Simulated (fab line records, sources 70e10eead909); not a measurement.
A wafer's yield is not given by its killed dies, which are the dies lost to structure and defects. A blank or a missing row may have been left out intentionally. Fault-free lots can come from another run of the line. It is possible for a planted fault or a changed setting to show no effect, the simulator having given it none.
fab line records	flow nand-harc	part 1 of 2: steps 1 to 26 of 40
record: lots: 5	wafers: 15	last-day: 22
route steps=1159 shown P_GATE@145
lots untouched by any fault: they come from a run of this same line in which no faults occurred
start-h: start of the lot's first displayed wafer, in hours after the record's first day	wait-h: hours since the lot's step before	" unchanged from the row above	L1.1+2: a row that stands for several wafers	- no value, or no start was given	* or withheld: withheld	< > ~ a bound
route shown NAME@n: NAME is a module with steps in the file, n the number in the route of the first one	usual: mean and standard deviation over wafers with no fault	same: alike in all rows	chamber/n: place in a boat	sites: each site's reading	_std_site: how widely they spread, as a standard deviation	_edge_site: inner sites' mean taken away from outer sites' mean	radius-mm: how far each site lies from the wafer's centre	mask NAME#n: copy n	behind: tool/chamber where the wafer was last shaped	hold: cause of the lot's hold/its duration in hours/its outcome	device: whichever transistor did not switch (one of n, p or np)	end of line: the tests these same wafers got at the end of their route	a step given without rows: its recipe and nothing more	killed: the dies lost at the first sort to structure and to defects; this is not the yield of the wafer	map: the dies of a wafer, with x for killed, . for not killed, _ for no die there
set.NAME: the setting as run; set.NAME@STEP: as run at that earlier step	model.NAME: the simulator's own value behind a step, which no gauge read
a table for each step, a row for each wafer; lots at some steps of the route
services: a tool's chamber out of use, with start hour (start-h, from the record's first day; less than 0 if before it), hours out, and reason
== steps ==
step: NHARC_P_GATE_ETCH_104
recipe: target-depth-a: 600	time-s: withheld	cf4-flow-sccm: 100	chf3-flow-sccm: 30	ar-flow-sccm: 0	rf-w: 500	bias-w: 200	chemistry: CF4/CHF3
usual: drypump-motor-current-A: 5.7/0.46	oes-product-au: 0.939/0.024	rf-vpp-V: 371.1/2.4	showerhead-plenum-p-Torr: 1.59/0.066	throttle-valve-pct: 16.801/0.0089
lot.wafer	tool	chamber	start-h	wait-h	drypump-motor-current-A	oes-product-au	rf-vpp-V	showerhead-plenum-p-Torr	throttle-valve-pct
L078.1	rie-diel-07	2	109.81	0.1	5.5	0.931	367.8	1.53	16.793
L078.3	"	3	"	"	6.8	0.918	373.2	1.66	16.794
L078.6	"	1	"	"	5.4	0.906	374.2	1.67	16.793
L083.3	rie-diel-08	1	141.54	0.1	5.2	0.940	369.7	1.55	16.798
L083.4	"	0	"	"	5.5	0.926	372.1	1.62	16.803
L083.6	"	1	"	"	5.2	0.932	370.0	1.55	16.795
L082.4	rie-diel-08	0	141.86	0.1	5.6	0.936	373.1	1.62	16.807
L082.1	"	2	"	"	5.6	0.940	367.5	1.47	16.808
L082.5	"	0	"	"	5.5	0.947	371.3	1.62	16.788
L085.2	rie-diel-01	1	165.22	0.1	5.6	0.932	369.8	1.59	16.806
L085.6	"	2	"	"	5.5	0.914	369.7	1.57	16.819
L085.5	"	1	"	"	5.6	0.924	372.0	1.59	16.808
L088.4	rie-diel-07	3	183.97	0.3	6.8	0.925	371.7	1.65	16.804
L088.1	"	1	"	"	5.4	0.916	373.7	1.67	16.791
L088.5	"	2	"	"	5.5	0.927	369.3	1.53	16.812
step: NHARC_P_GATE_HM_OPEN_105
recipe: target-depth-a: 3600	o2-flow-sccm: 400	cos-flow-sccm: 20	ar-flow-sccm: 0	rf-w: 500	bias-w: 300	chemistry: O2/COS
usual: drypump-motor-current-A: 5.7/0.46	oes-product-au: 0.996/0.01	rf-vpp-V: 467.7/2.8	showerhead-plenum-p-Torr: 3.15/0.13	throttle-valve-pct: 28.331/0.01
lot.wafer	tool	chamber	start-h	wait-h	drypump-motor-current-A	oes-product-au	rf-hours-counter-h	rf-vpp-V	showerhead-plenum-p-Torr	throttle-valve-pct
L078.3	rie-diel-07	0	-	-	5.8	0.983	10	463.2	2.98	28.326
L078.1	"	2	"	"	5.5	1.003	9	465.8	3.04	28.323
L078.6	"	0	"	"	5.7	0.978	-	462.4	2.98	28.333
L083.4	rie-diel-08	0	-	-	5.6	0.997	4	470.1	3.21	28.325
L083.3	"	1	"	"	5.2	0.997	4	464.8	3.08	28.299
L083.6	"	3	"	"	6.0	0.987	-	469.4	3.25	28.345
L082.4	rie-diel-08	1	-	-	5.2	0.990	4	465.4	3.08	28.327
L082.1	"	2	"	"	5.6	1.014	4	463.2	2.92	28.337
L082.5	"	3	"	"	6.0	0.993	-	471.0	3.25	28.340
L085.2	rie-diel-01	1	-	-	5.7	1.012	7	467.6	3.15	28.327
L085.6	"	3	"	"	5.0	0.994	-	468.2	3.21	28.337
L085.5	"	1	"	"	5.7	1.011	-	469.5	3.15	28.312
L088.4	rie-diel-07	3	-	-	6.8	0.998	23	470.2	3.28	28.325
L088.1	"	2	"	"	5.5	1.009	25	466.0	3.04	28.322
L088.5	"	3	"	"	6.8	1.000	-	470.3	3.28	28.330
step: NHARC_P_GATE_STRIP_106
recipe: o2-flow-sccm: 400	cos-flow-sccm: 20	ar-flow-sccm: 0	bias-w: 0	chemistry: O2/COS
lot.wafer	tool	chamber	start-h	wait-h
L078.1+3+6	rie-diel-07	3,1,3	-	-
L083.3+4+6	rie-diel-08	3,0,1	-	-
L082.4+1+5	rie-diel-08	3,2,0	-	-
L085.2+6+5	rie-diel-01	1,2,3	-	-
L088.1+4+5	rie-diel-07	2,3,2	-	-
step: NHARC_P_GATE_ETCH_114
recipe: target-depth-a: 300	overetch-a: 30	time-s: 16.5	ion-energy-ev: 100	cf4-flow-sccm: 80	o2-flow-sccm: 20	ar-flow-sccm: 0	rf-w: 300	bias-w: 100	chemistry: CF4/O2
usual: drypump-motor-current-A: 5.7/0.46	oes-product-au: 0.996/0.01	rf-vpp-V: 198.0/1.4	showerhead-plenum-p-Torr: 1.35/0.058	throttle-valve-pct: 13.397/0.0089
lot.wafer	tool	chamber	start-h	wait-h	drypump-motor-current-A	oes-product-au	rf-hours-counter-h	rf-vpp-V	showerhead-plenum-p-Torr	throttle-valve-pct
L078.3	rie-diel-07	3	-	-	6.8	0.985	9	198.4	1.41	13.394
L078.1	"	0	"	"	5.7	0.986	10	195.6	1.27	13.397
L078.6	"	2	"	"	5.5	1.000	-	194.4	1.30	13.393
L083.4	rie-diel-08	3	-	-	6.0	0.991	4	199.3	1.39	13.389
L083.3	"	0	"	"	5.5	0.992	4	198.7	1.38	13.395
L083.6	"	3	"	"	6.0	0.998	-	200.7	1.39	13.403
L082.4	rie-diel-08	1	-	-	5.2	0.997	4	198.4	1.32	13.403
L082.1	"	3	"	"	6.0	0.999	4	198.9	1.39	13.385
L082.5	"	1	"	"	5.2	1.005	-	196.4	1.32	13.398
L085.2	rie-diel-01	2	-	-	5.5	0.991	8	197.1	1.33	13.382
L085.5	"	3	"	"	5.0	0.998	-	197.9	1.38	13.378
L085.6	"	1	"	"	5.6	1.005	-	197.2	1.35	13.394
L088.1	rie-diel-07	3	-	-	6.8	0.999	23	198.8	1.41	13.395
L088.4	"	1	"	"	5.4	0.984	26	199.4	1.42	13.400
L088.5	"	3	"	"	6.8	0.992	-	198.9	1.41	13.393
step: NHARC_P_GATE_ETCH_32
recipe: target-depth-a: 1500	over-etch-frac: 1	over-etch-ion-energy-ev: 40	time-s: 100.1	hbr-flow-sccm: 150	cl2-flow-sccm: 50	rf-w: 400	icp-w: 400	bias-w: 100	chemistry: HBr/Cl2
usual: drypump-motor-current-A: 5.7/0.42	hbr-flow-sccm: 150.0/0.47	oes-product-au: 0.998/0.01	throttle-valve-pct: 26.405/0.01
lot.wafer	tool	chamber	start-h	wait-h	drypump-motor-current-A	hbr-flow-sccm	oes-product-au	rf-hours-counter-h	throttle-valve-pct
L078.3	rie-si-04	0	110.21	-	5.5	149.1	1.000	0.0	26.402
L078.1	"	1	"	"	5.7	149.6	1.004	0.1	26.409
L078.6	"	2	"	"	6.5	149.7	1.004	-	26.399
L083.4	rie-si-04	0	141.98	-	5.5	149.9	1.015	0.2	26.388
L083.3	"	1	"	"	5.8	150.4	0.995	0.3	26.403
L083.6	"	1	"	"	5.8	150.0	1.007	-	26.401
L082.1	rie-si-02	2	142.36	-	6.1	150.9	0.993	0.8	26.403
L082.4	"	3	"	"	5.9	149.7	0.991	1.0	26.417
L082.5	"	1	"	"	5.7	150.3	0.997	-	26.411
L085.2	rie-si-05	3	165.75	-	5.8	150.2	1.004	0.8	26.402
L085.5	"	1	"	"	5.5	149.6	1.008	-	26.411
L085.6	"	2	"	"	6.1	149.8	1.010	-	26.391
L088.4	rie-si-02	2	184.35	-	6.1	149.7	0.994	1.2	26.412
L088.1	"	0	"	"	5.7	151.2	0.984	1.3	26.411
L088.5	"	2	"	"	6.1	150.5	0.995	-	26.400
step: NHARC_P_GATE_STRIP_108
recipe: o2-flow-sccm: 500	ar-flow-sccm: 0	bias-w: 0	chemistry: O2
usual: drypump-motor-current-A: 5.7/0.45	oes-product-au: 0.998/0.01	rf-vpp-V: 57.8/0.9	showerhead-plenum-p-Torr: 3.56/0.15	throttle-valve-pct: 17.037/0.0092
lot.wafer	tool	chamber	start-h	wait-h	drypump-motor-current-A	oes-product-au	rf-hours-counter-h	rf-vpp-V	showerhead-plenum-p-Torr	throttle-valve-pct
L078.1	rie-diel-07	1	110.35	-	5.4	0.981	10	58.6	3.75	17.036
L078.3	"	2	"	"	5.5	1.001	9	58.4	3.44	17.017
L078.6	"	2	"	"	5.5	0.990	-	56.1	3.44	17.041
L083.4	rie-diel-08	3	142.15	-	6.0	1.004	4	57.0	3.67	17.039
L083.3	"	1	"	"	5.2	0.999	4	58.1	3.48	17.048
L083.6	"	0	"	"	5.5	1.011	-	58.7	3.63	17.034
L082.4	rie-diel-08	2	142.50	-	5.6	1.006	4	57.1	3.30	17.054
L082.1	"	0	"	"	5.6	1.000	4	57.6	3.63	17.032
L082.5	"	2	"	"	5.6	1.011	-	56.5	3.30	17.041
L085.2	rie-diel-08	3	165.90	-	6.0	0.995	15	56.9	3.66	17.041
L085.6	"	3	"	"	6.0	0.995	-	58.5	3.66	17.033
L085.5	"	0	"	"	5.6	0.994	-	56.6	3.63	17.038
L088.4	rie-diel-07	3	184.51	-	6.8	0.994	23	58.4	3.71	17.033
L088.1	"	2	"	"	5.5	1.006	25	57.7	3.43	17.015
L088.5	"	0	"	"	5.7	0.996	-	57.8	3.36	17.057
step: NHARC_P_GATE_CD_MEAS_33
usual: cd-nm: 120.4/2.7
lot.wafer	tool	chamber	start-h	wait-h	cd-nm
L078.1	cd-sem-01	-	110.52	-	122.4
L078.3	"	-	"	"	120.6
L078.6	"	-	"	"	122.6
L083.3	cd-sem-01	-	142.33	-	117.5
L083.4	"	-	"	"	121.4
L083.6	"	-	"	"	118.7
L082.1	cd-sem-02	-	142.67	-	124.3
L082.4	"	-	"	"	118.6
L082.5	"	-	"	"	119.2
L085.2	cd-sem-02	-	166.09	0.2	118.6
L085.5	"	-	"	"	115.7
L085.6	"	-	"	"	120.4
L088.1	cd-sem-02	-	184.68	-	124.5
L088.4	"	-	"	"	120.1
L088.5	"	-	"	"	124.1
step: NHARC_P_GATE_STRIP_35
recipe: time-s: 600	temp-c: 130	chemistry: SPM
lot.wafer	tool	chamber	start-h	wait-h
L078.1+3+6	wet-bench-03	3,4,5	110.63	0.1
L083.6+3+4	wet-bench-06	4,5,6	142.42	0.1
L082.4+1+5	wet-bench-03	3,6,0	142.76	0.1
L085.6+5+2	wet-bench-06	6,7,2	166.17	0.1
L088.1+4+5	wet-bench-03	1,2,4	184.78	0.1
step: NHARC_P_GATE_PRECLEAN_73
recipe: time-s: *	temp-c: 50	bath-age-min: 0	chemistry: SC1
usual: diw-flow-mL-min: 1415/4.5
lot.wafer	tool	chamber	start-h	wait-h	diw-flow-mL-min
L078.1	wet-bench-03	3	-	-	1415
L078.3	"	4	"	"	1410
L078.6	"	5	"	"	1409
L083.6	wet-bench-06	4	-	-	1405
L083.3	"	5	"	"	1414
L083.4	"	6	"	"	1413
L082.4	wet-bench-03	3	-	-	1421
L082.1	"	6	"	"	1423
L082.5	"	0	"	"	1410
L085.6	wet-bench-06	6	-	-	1420
L085.5	"	7	"	"	1417
L085.2	"	2	"	"	1420
L088.1	wet-bench-03	1	-	-	1421
L088.4	"	2	"	"	1415
L088.5	"	4	"	"	1414
step: NHARC_P_GATE_SRD_74
lot.wafer	tool	chamber	start-h	wait-h
L078.1+3+6	wet-bench-03	3,4,5	-	-
L083.6+3+4	wet-bench-06	4,5,6	-	-
L082.4+1+5	wet-bench-03	3,6,0	-	-
L085.6+5+2	wet-bench-06	6,7,2	-	-
L088.1+4+5	wet-bench-03	1,2,4	-	-
step: NHARC_P_GATE_ALD_36
recipe: target-thk-a: 200	pulse-time-s: 60	ald-cycles: 223	temp-c: 400	material: SiNx
usual: heater-power-w: 859/70	precursor-pulse-height-rel: 1.002/0.019
lot.wafer	tool	chamber	start-h	wait-h	heater-power-w	precursor-pulse-height-rel
L078.3	ald-sin-01	1	113.09	-	885	0.986
L078.1	"	2	114.13	-	885	1.005
L078.6	"	3	115.18	-	1025	0.983
L083.4	ald-sin-02	3	142.79	-	884	0.972
L083.3	"	2	145.99	-	841	0.994
L083.6	"	3	147.05	-	882	1.009
L082.4	ald-sin-01	3	144.20	-	1036	0.964
L082.1	"	1	146.31	-	890	0.996
L082.5	"	3	148.41	-	1002	0.972
L085.2	ald-sin-01	3	168.62	-	1010	1.048
L085.6	"	1	170.69	-	863	0.996
L085.5	"	2	171.73	-	865	0.984
L088.4	ald-sin-04	3	185.15	-	847	0.999
L088.1	"	2	188.30	-	770	0.971
L088.5	"	0	190.39	-	916	0.993
step: NHARC_P_GATE_ETCHBACK_37
recipe: target-depth-a: 345	time-s: 17.2	chf3-flow-sccm: 50	o2-flow-sccm: 10	ar-flow-sccm: 200	rf-w: 500	bias-w: 200	chemistry: CHF3/O2
usual: drypump-motor-current-A: 5.7/0.41	oes-product-au: 0.95/0.038	rf-vpp-V: 371.0/2.4	showerhead-plenum-p-Torr: 2.42/0.11	throttle-valve-pct: 20.573/0.0091
lot.wafer	tool	chamber	start-h	wait-h	drypump-motor-current-A	oes-product-au	rf-hours-counter-h	rf-vpp-V	showerhead-plenum-p-Torr	throttle-valve-pct
L078.3	rie-diel-07	1	-	-	5.4	0.91	13	375.2	2.56	20.584
L078.1	"	3	"	"	6.8	0.92	12	373.2	2.53	20.584
L078.6	"	0	"	"	5.7	0.91	-	369.1	2.29	20.568
L083.4	rie-diel-07	3	-	-	6.8	1.00	16	372.5	2.53	20.581
L083.3	"	0	"	"	5.8	0.98	18	369.0	2.29	20.574
L083.6	"	1	"	"	5.4	0.99	-	373.8	2.55	20.575
L082.1	rie-diel-07	3	-	-	6.8	0.99	16	373.5	2.53	20.578
L082.4	"	0	"	"	5.7	0.99	18	367.6	2.29	20.586
L082.5	"	0	"	"	5.7	0.99	-	369.0	2.29	20.565
L085.2	rie-diel-01	3	-	-	5.0	0.92	12	373.5	2.47	20.576
L085.6	"	0	"	"	6.0	0.92	-	373.7	2.59	20.568
L085.5	"	1	"	"	5.6	0.94	-	371.3	2.42	20.578
L088.1	rie-diel-01	0	-	-	6.0	0.99	16	373.7	2.59	20.566
L088.4	"	2	"	"	5.5	0.99	17	369.0	2.39	20.569
L088.5	"	3	"	"	5.0	1.00	-	371.4	2.47	20.574
step: NHARC_P_GATE_STRIP_101
recipe: time-s: 20	o2-flow-sccm: 500	ar-flow-sccm: 0	bias-w: 0	chemistry: O2
usual: drypump-motor-current-A: 5.7/0.42	oes-product-au: 0.996/0.0093	rf-vpp-V: 58.0/0.99	showerhead-plenum-p-Torr: 3.55/0.15	throttle-valve-pct: 17.037/0.0085
lot.wafer	tool	chamber	start-h	wait-h	drypump-motor-current-A	oes-product-au	rf-hours-counter-h	rf-vpp-V	showerhead-plenum-p-Torr	throttle-valve-pct
L078.3	rie-diel-07	2	120.55	0.1	5.5	1.001	12	58.4	3.44	17.041
L078.1	"	1	"	"	5.4	0.977	13	57.7	3.75	17.052
L078.6	"	3	"	"	6.8	0.992	-	56.5	3.71	17.027
L083.4	rie-diel-07	0	152.45	0.1	5.7	0.989	18	57.2	3.36	17.017
L083.3	"	2	"	"	5.5	1.004	18	56.9	3.44	17.026
L083.6	"	0	"	"	5.8	0.988	-	57.5	3.36	17.025
L082.1	rie-diel-07	0	152.73	0.1	5.7	0.988	18	57.0	3.36	17.021
L082.4	"	1	"	"	5.4	0.985	19	58.6	3.74	17.045
L082.5	"	1	"	"	5.4	0.978	-	57.2	3.74	17.035
L085.2	rie-diel-01	2	176.09	0.1	5.5	0.999	12	59.2	3.51	17.035
L085.6	"	0	"	"	6.0	0.992	-	60.2	3.80	17.041
L085.5	"	1	"	"	5.7	1.007	-	59.4	3.56	17.032
L088.4	rie-diel-01	2	194.74	0.1	5.6	0.994	17	59.1	3.51	17.048
L088.1	"	0	"	"	6.1	0.985	16	60.1	3.80	17.042
L088.5	"	2	"	"	5.5	0.993	-	58.7	3.51	17.034
step: NHARC_P_GATE_PRECLEAN_97
recipe: time-s: 600	temp-c: 120	chemistry: SPM
lot.wafer	tool	chamber	start-h	wait-h
L078.6+1+3	wet-bench-06	3,4,6	120.65	-
L083.3+4+6	wet-bench-02	5,6,7	152.54	-
L082.5+4+1	wet-bench-06	5,1,2	152.83	-
L085.2+5+6	wet-bench-06	5,6,0	176.18	-
L088.1+4+5	wet-bench-06	5,6,1	194.84	-
step: NHARC_P_GATE_SRD_98
lot.wafer	tool	chamber	start-h	wait-h
L078.6+1+3	wet-bench-06	3,4,6	-	-
L083.3+4+6	wet-bench-02	5,6,7	-	-
L082.5+4+1	wet-bench-06	5,1,2	-	-
L085.2+5+6	wet-bench-06	5,6,0	-	-
L088.1+4+5	wet-bench-06	5,6,1	-	-
step: NHARC_P_GATE_PRECLEAN_99
recipe: time-s: *	temp-c: 50	bath-age-min: 0	chemistry: SC1
usual: diw-flow-mL-min: 1415/4.3
lot.wafer	tool	chamber	start-h	wait-h	diw-flow-mL-min
L078.6	wet-bench-06	3	-	-	1411
L078.1	"	4	"	"	1419
L078.3	"	6	"	"	1416
L083.3	wet-bench-02	5	-	-	1411
L083.4	"	6	"	"	1413
L083.6	"	7	"	"	1414
L082.5	wet-bench-06	5	-	-	1413
L082.4	"	1	"	"	1421
L082.1	"	2	"	"	1409
L085.2	wet-bench-06	5	-	-	1415
L085.5	"	6	"	"	1417
L085.6	"	0	"	"	1411
L088.1	wet-bench-06	5	-	-	1419
L088.4	"	6	"	"	1421
L088.5	"	1	"	"	1422
step: NHARC_P_GATE_SRD_100
lot.wafer	tool	chamber	start-h	wait-h
L078.6+1+3	wet-bench-06	3,4,6	-	-
L083.3+4+6	wet-bench-02	5,6,7	-	-
L082.5+4+1	wet-bench-06	5,1,2	-	-
L085.2+5+6	wet-bench-06	5,6,0	-	-
L088.1+4+5	wet-bench-06	5,6,1	-	-
step: NHARC_P_GATE_DEHYDRATE_38
recipe: temp-c: 150	time-s: 120
lot.wafer	tool	chamber	start-h	wait-h
L078.1+3+6	litho-track-05	0	121.04	-
L083.3+4+6	litho-track-05	0	152.94	-
L082.1+4+5	litho-track-03	0	153.23	-
L085.2+5+6	litho-track-05	0	176.57	-
L088.1+4+5	litho-track-05	0	195.25	-
step: NHARC_P_GATE_HMDS_39
recipe: time-s: 30
lot.wafer	tool	chamber	start-h	wait-h
L078.1+3+6	litho-track-05	0	-	-
L083.3+4+6	litho-track-05	0	-	-
L082.1+4+5	litho-track-03	0	-	-
L085.2+5+6	litho-track-05	0	-	-
L088.1+4+5	litho-track-05	0	-	-
step: NHARC_P_GATE_COAT_40
recipe: spin-rpm: 3000
lot.wafer	tool	chamber	start-h	wait-h
L078.1+3+6	litho-track-05	0	-	-
L083.3+4+6	litho-track-05	0	-	-
L082.1+4+5	litho-track-03	0	-	-
L085.2+5+6	litho-track-05	0	-	-
L088.1+4+5	litho-track-05	0	-	-
step: NHARC_P_GATE_SOFTBAKE_41
recipe: temp-c: 122	time-s: 95
lot.wafer	tool	chamber	start-h	wait-h
L078.1+3+6	litho-track-05	0	-	-
L083.3+4+6	litho-track-05	0	-	-
L082.1+4+5	litho-track-03	0	-	-
L085.2+5+6	litho-track-05	0	-	-
L088.1+4+5	litho-track-05	0	-	-
step: NHARC_P_GATE_EBR_42
lot.wafer	tool	chamber	start-h	wait-h
L078.1+3+6	litho-track-05	0	-	-
L083.3+4+6	litho-track-05	0	-	-
L082.1+4+5	litho-track-03	0	-	-
L085.2+5+6	litho-track-05	0	-	-
L088.1+4+5	litho-track-05	0	-	-
step: NHARC_P_GATE_EXPOSE_43
recipe: na: 0.6	target-cd-nm: 720	dose-mj: 14.81	mask-id: P_NSD
usual: stage-vel-mm-s: 499.97/0.22
lot.wafer	tool	chamber	start-h	wait-h	mask	stage-vel-mm-s
L078.1	krf-scanner-04	0	121.18	-	P_NSD#0	500.20
L078.3	"	0	"	"	P_NSD#0	499.92
L078.6	"	0	"	"	P_NSD#0	500.03
L083.3	krf-scanner-03	0	153.22	-	P_NSD#0	500.28
L083.4	"	0	"	"	P_NSD#0	499.75
L083.6	"	0	"	"	P_NSD#0	499.51
L082.1	krf-scanner-04	0	153.50	-	P_NSD#0	500.19
L082.4	"	0	"	"	P_NSD#0	499.99
L082.5	"	0	"	"	P_NSD#0	499.95
L085.2	krf-scanner-02	0	176.85	-	P_NSD#0	499.89
L085.5	"	0	"	"	P_NSD#0	499.80
L085.6	"	0	"	"	P_NSD#0	499.70
L088.1	krf-scanner-02	0	195.53	-	P_NSD#0	500.09
L088.4	"	0	"	"	P_NSD#0	499.72
L088.5	"	0	"	"	P_NSD#0	499.89
step: NHARC_P_GATE_PEB_44
recipe: peb-temp-c: 118	peb-time-s: 85
lot.wafer	tool	chamber	start-h	wait-h
L078.1+3+6	litho-track-03	0	121.25	0.1
L083.3+4+6	litho-track-03	0	153.28	0.1
L082.1+4+5	litho-track-05	0	153.57	0.1
L085.2+5+6	litho-track-03	0	176.91	0.1
L088.1+4+5	litho-track-05	0	195.59	0.1
step: NHARC_P_GATE_DEVELOP_45
recipe: time-s: 70
lot.wafer	tool	chamber	start-h	wait-h
L078.1+3+6	litho-track-03	0	-	-
L083.3+4+6	litho-track-03	0	-	-
L082.1+4+5	litho-track-05	0	-	-
L085.2+5+6	litho-track-03	0	-	-
L088.1+4+5	litho-track-05	0	-	-
step: NHARC_P_GATE_CD_MEAS_46
recipe: target-cd-nm: 720	landing-energy-ev: 500
usual: cd-nm: 720.8/1.4
lot.wafer	tool	chamber	start-h	wait-h	cd-nm
L078.1	cd-sem-03	0	121.34	-	720.1
L078.3	"	0	"	"	720.3
L078.6	"	0	"	"	720.3
L083.3	cd-sem-01	0	153.37	-	720.3
L083.4	"	0	"	"	719.6
L083.6	"	0	"	"	720.3
L082.1	cd-sem-03	0	153.66	-	721.8
L082.4	"	0	"	"	720.0
L082.5	"	0	"	"	721.7
L085.2	cd-sem-03	0	177.00	-	721.0
L085.5	"	0	"	"	721.5
L085.6	"	0	"	"	718.0
L088.1	cd-sem-03	0	195.68	-	719.5
L088.4	"	0	"	"	720.8
L088.5	"	0	"	"	719.5
